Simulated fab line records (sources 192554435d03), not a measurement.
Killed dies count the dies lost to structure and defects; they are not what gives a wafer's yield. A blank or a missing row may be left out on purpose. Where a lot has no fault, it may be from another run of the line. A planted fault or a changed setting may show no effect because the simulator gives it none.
The tool behind it: which one? -- flow n5 finfet -- Sampling: 24 lots, 72 wafers, 6 of 1938 route steps

## WHAT THE GAUGES READ, wafer by wafer
No reading from a measuring or inspecting step in the record can be judged against a usual standard deviation.

## EACH LOT AND THE TOOL THAT RAN IT (in order: tool; ch and the chambers of the sampled wafers; start)
lot,N5_BEOL_M3_ALD_84,N5_BEOL_M3_SURFACE_TREAT_85,N5_BEOL_M3_SPUTTER_81,N5_BEOL_M3_ANNEAL_87,N5_BEOL_M3_ANNEAL_89,N5_BEOL_M3_SPUTTER_90
L074,"ald metal-02 ch 1,2,3, day 8 05:56","pvd sputter-03, day 8 06:23","pvd sputter-03, day 8 07:25","pvd sputter-03, day 8 07:43","pvd sputter-03, day 8 07:56","pvd sputter-03, day 8 08:04"
L075,"ald metal-02 ch 0,1, day 8 10:31","pvd sputter-02, day 8 10:44","pvd sputter-01, day 8 11:43","pvd sputter-01, day 8 12:01","pvd sputter-01, day 8 12:14","pvd sputter-01, day 8 12:22"
L076,"ald metal-02 ch 0,1, day 8 23:09","pvd sputter-02, day 8 23:23","pvd sputter-01, day 9 00:15","pvd sputter-01, day 9 00:33","pvd sputter-01, day 9 00:46","pvd sputter-01, day 9 00:55"
L077,"ald metal-03 ch 1,3, day 9 01:56","pvd sputter-03, day 9 02:13","pvd sputter-03, day 9 02:53","pvd sputter-03, day 9 03:11","pvd sputter-03, day 9 03:25","pvd sputter-03, day 9 03:33"
L078,"ald metal-01 ch 1,3, day 9 02:08","pvd sputter-02, day 9 02:23","pvd sputter-02, day 9 03:20","pvd sputter-02, day 9 03:40","pvd sputter-02, day 9 03:55","pvd sputter-02, day 9 04:05"
L079,"ald metal-03 ch 0,2,3, day 9 02:14","pvd sputter-01, day 9 02:29","pvd sputter-03, day 9 04:49","pvd sputter-03, day 9 05:07","pvd sputter-03, day 9 05:20","pvd sputter-03, day 9 05:28"
L080,"ald metal-03 ch 0,1,2, day 9 22:07","pvd sputter-03, day 9 22:31","pvd sputter-03, day 9 23:28","pvd sputter-03, day 9 23:47","pvd sputter-03, day 10 00:01","pvd sputter-03, day 10 00:09"
L081,"ald metal-03 ch 0,3, day 10 01:32","pvd sputter-01, day 10 01:50","pvd sputter-01, day 10 02:37","pvd sputter-01, day 10 02:55","pvd sputter-01, day 10 03:08","pvd sputter-01, day 10 03:16"
L082,"ald metal-01 ch 2,3, day 10 06:37","pvd sputter-03, day 10 06:52","pvd sputter-03, day 10 07:31","pvd sputter-03, day 10 07:49","pvd sputter-03, day 10 08:02","pvd sputter-03, day 10 08:11"
L085,"ald metal-02 ch 0,2,3, day 10 09:18","pvd sputter-03, day 10 09:38","pvd sputter-02, day 10 10:19","pvd sputter-02, day 10 10:37","pvd sputter-02, day 10 10:50","pvd sputter-02, day 10 10:59"
L083,"ald metal-03 ch 0,1,2, day 10 12:23","pvd sputter-02, day 10 12:37","pvd sputter-02, day 10 13:19","pvd sputter-02, day 10 13:37","pvd sputter-02, day 10 13:50","pvd sputter-02, day 10 13:59"
L084,"ald metal-01 ch 1,2,3, day 10 20:08","pvd sputter-01, day 10 20:25","pvd sputter-01, day 10 21:10","pvd sputter-01, day 10 21:28","pvd sputter-01, day 10 21:41","pvd sputter-01, day 10 21:50"
L087,"ald metal-01 ch 0,1,2, day 11 03:19","pvd sputter-03, day 11 03:32","pvd sputter-02, day 11 04:17","pvd sputter-02, day 11 04:35","pvd sputter-02, day 11 04:48","pvd sputter-02, day 11 04:56"
L086,"ald metal-01 ch 0,1, day 11 04:46","pvd sputter-03, day 11 05:01","pvd sputter-03, day 11 06:05","pvd sputter-03, day 11 06:23","pvd sputter-03, day 11 06:36","pvd sputter-03, day 11 06:44"
L089,"ald metal-03 ch 1,2,3, day 11 08:18","pvd sputter-03, day 11 08:34","pvd sputter-03, day 11 11:19","pvd sputter-03, day 11 11:37","pvd sputter-03, day 11 11:50","pvd sputter-03, day 11 11:59"
L088,"ald metal-01 ch 1,3, day 11 18:26","pvd sputter-01, day 11 18:43","pvd sputter-01, day 11 19:25","pvd sputter-01, day 11 19:43","pvd sputter-01, day 11 19:56","pvd sputter-01, day 11 20:05"
L090,"ald metal-01 ch 1,2, day 11 22:56","pvd sputter-03, day 11 23:16","pvd sputter-01, day 12 00:05","pvd sputter-01, day 12 00:25","pvd sputter-01, day 12 00:38","pvd sputter-01, day 12 00:47"
L091,"ald metal-03 ch 0,2,3, day 12 02:43","pvd sputter-03, day 12 02:59","pvd sputter-01, day 12 03:41","pvd sputter-01, day 12 03:59","pvd sputter-01, day 12 04:12","pvd sputter-01, day 12 04:20"
L092,"ald metal-01 ch 0,1,2, day 13 03:07","pvd sputter-01, day 13 03:20","pvd sputter-02, day 13 04:04","pvd sputter-02, day 13 04:22","pvd sputter-02, day 13 04:35","pvd sputter-02, day 13 04:43"
L094,"ald metal-02 ch 2,3, day 13 03:16","pvd sputter-01, day 13 03:30","pvd sputter-01, day 13 04:16","pvd sputter-01, day 13 04:34","pvd sputter-01, day 13 04:47","pvd sputter-01, day 13 04:55"
L093,"ald metal-03 ch 0,1, day 13 03:19","pvd sputter-01, day 13 03:32","pvd sputter-03, day 13 05:49","pvd sputter-03, day 13 06:07","pvd sputter-03, day 13 06:20","pvd sputter-03, day 13 06:29"
L095,"ald metal-02 ch 0,1,3, day 13 17:08","pvd sputter-03, day 13 17:27","pvd sputter-03, day 13 18:13","pvd sputter-03, day 13 18:31","pvd sputter-03, day 13 18:44","pvd sputter-03, day 13 18:52"
L096,"ald metal-02 ch 0,1,2, day 13 19:25","pvd sputter-01, day 13 19:46","pvd sputter-01, day 13 20:29","pvd sputter-01, day 13 20:47","pvd sputter-01, day 13 21:00","pvd sputter-01, day 13 21:08"
L097,"ald metal-01 ch 0,3, day 14 04:19","pvd sputter-02, day 14 04:34","pvd sputter-01, day 14 05:17","pvd sputter-01, day 14 05:35","pvd sputter-01, day 14 05:49","pvd sputter-01, day 14 05:57"
- N5_BEOL_M3_ALD_84: deposits TaN, pulse time 2 s, purge time 3 s, co reactant purge time 2 s.
- N5_BEOL_M3_SURFACE_TREAT_85
- N5_BEOL_M3_SPUTTER_81: material Cu, target thk 4.5 nm, time 8.29 s.
- N5_BEOL_M3_ANNEAL_87: time 240 s.
- N5_BEOL_M3_ANNEAL_89: time 240 s.
- N5_BEOL_M3_SPUTTER_90: material Cu, target thk 4.5 nm, time 8.29 s.

## WHAT THE TOOLS THEMSELVES READ (means of the sampled wafers that have a number; where no wafer has one, the mark that the record gives instead)
N5_BEOL_M3_ALD_84. Usual: heater power w 412 W, standard deviation 48; precursor vessel temp c 75.01 C, standard deviation 0.13.
lot,tool,heater power w (W),precursor vessel temp c (C),flag
L074,ald metal-02,366,75.17,
L075,ald metal-02,371,75.03,
L076,ald metal-02,365,75.07,
L077,ald metal-03,435,74.95,
L078,ald metal-01,412,75.07,
L079,ald metal-03,411,75.12,
L080,ald metal-03,418,74.89,
L081,ald metal-03,373,75.07,
L082,ald metal-01,441,74.96,
L085,ald metal-02,347,75.04,
L083,ald metal-03,427,74.98,
L084,ald metal-01,434,75.02,
L087,ald metal-01,464,75.03,
L086,ald metal-01,463,74.85,
L089,ald metal-03,440,75.03,
L088,ald metal-01,435,75.08,
L090,ald metal-01,463,74.96,
L091,ald metal-03,417,75.05,
L092,ald metal-01,474,75.07,
L094,ald metal-02,358,74.84,
L093,ald metal-03,397,74.97,
L095,ald metal-02,366,75.05,
L096,ald metal-02,358,75.15,
L097,ald metal-01,464,74.94,

N5_BEOL_M3_SPUTTER_81. Usual: throttle valve pct 30.2 %, standard deviation 1.5.
lot,tool,throttle valve pct (%),flag
L074,pvd sputter-03,29.0,
L075,pvd sputter-01,32.0,
L076,pvd sputter-01,29.9,
L077,pvd sputter-03,28.8,
L078,pvd sputter-02,29.5,
L079,pvd sputter-03,29.6,
L080,pvd sputter-03,29.6,
L081,pvd sputter-01,30.4,
L082,pvd sputter-03,29.6,
L085,pvd sputter-02,30.6,
L083,pvd sputter-02,29.8,
L084,pvd sputter-01,31.6,
L087,pvd sputter-02,29.8,
L086,pvd sputter-03,29.9,
L089,pvd sputter-03,28.8,
L088,pvd sputter-01,32.8,
L090,pvd sputter-01,31.4,
L091,pvd sputter-01,30.5,
L092,pvd sputter-02,30.0,
L094,pvd sputter-01,32.6,
L093,pvd sputter-03,29.5,
L095,pvd sputter-03,29.6,
L096,pvd sputter-01,30.3,
L097,pvd sputter-01,32.1,

N5_BEOL_M3_ANNEAL_87. Usual: heater power w 800 W, standard deviation 88.
lot,tool,heater power w (W),flag
L074,pvd sputter-03,806,
L075,pvd sputter-01,730,
L076,pvd sputter-01,857,
L077,pvd sputter-03,806,
L078,pvd sputter-02,842,
L079,pvd sputter-03,763,
L080,pvd sputter-03,785,
L081,pvd sputter-01,788,
L082,pvd sputter-03,782,
L085,pvd sputter-02,725,
L083,pvd sputter-02,735,
L084,pvd sputter-01,767,
L087,pvd sputter-02,737,
L086,pvd sputter-03,780,
L089,pvd sputter-03,802,
L088,pvd sputter-01,807,
L090,pvd sputter-01,846,
L091,pvd sputter-01,788,
L092,pvd sputter-02,789,
L094,pvd sputter-01,840,
L093,pvd sputter-03,784,
L095,pvd sputter-03,779,
L096,pvd sputter-01,794,
L097,pvd sputter-01,918,

N5_BEOL_M3_ANNEAL_89. Usual: heater power w 800 W, standard deviation 90.
lot,tool,heater power w (W),flag
L074,pvd sputter-03,805,
L075,pvd sputter-01,731,
L076,pvd sputter-01,861,
L077,pvd sputter-03,815,
L078,pvd sputter-02,838,
L079,pvd sputter-03,784,
L080,pvd sputter-03,778,
L081,pvd sputter-01,780,
L082,pvd sputter-03,776,
L085,pvd sputter-02,709,
L083,pvd sputter-02,729,
L084,pvd sputter-01,771,
L087,pvd sputter-02,725,
L086,pvd sputter-03,772,
L089,pvd sputter-03,820,
L088,pvd sputter-01,818,
L090,pvd sputter-01,846,
L091,pvd sputter-01,789,
L092,pvd sputter-02,782,
L094,pvd sputter-01,839,
L093,pvd sputter-03,788,
L095,pvd sputter-03,771,
L096,pvd sputter-01,782,
L097,pvd sputter-01,918,

N5_BEOL_M3_SPUTTER_90. Usual: throttle valve pct 30.2 %, standard deviation 1.5.
lot,tool,throttle valve pct (%),flag
L074,pvd sputter-03,29.0,
L075,pvd sputter-01,31.9,
L076,pvd sputter-01,30.0,
L077,pvd sputter-03,28.8,
L078,pvd sputter-02,29.4,
L079,pvd sputter-03,29.6,
L080,pvd sputter-03,29.7,
L081,pvd sputter-01,30.4,
L082,pvd sputter-03,29.5,
L085,pvd sputter-02,30.3,
L083,pvd sputter-02,29.9,
L084,pvd sputter-01,31.7,
L087,pvd sputter-02,29.7,
L086,pvd sputter-03,29.9,
L089,pvd sputter-03,28.9,
L088,pvd sputter-01,32.7,
L090,pvd sputter-01,31.4,
L091,pvd sputter-01,30.5,
L092,pvd sputter-02,30.1,
L094,pvd sputter-01,32.4,
L093,pvd sputter-03,29.4,
L095,pvd sputter-03,29.7,
L096,pvd sputter-01,30.3,
L097,pvd sputter-01,32.1,

## THE ANSWER, worked out from the rows above alone
Rule: lot off if the mean of its wafers having a number is beyond 3 standard deviations from the usual mean. Also off: a lot with no number at a reading for which 4 or more lots have one. Any other lot the step has rows for is counted as sound. Order of review: gauges by route order, followed by the tools' own readings, for which a lot's mean as printed above is used. The first step at which some lot is off is used, and at that step the reading that is off furthest; a lot without a number counts as furthest.
No lot is off at any reading shown: from this, nothing can be told.

## WHAT WAS PUT IN BY THE SIMULATOR
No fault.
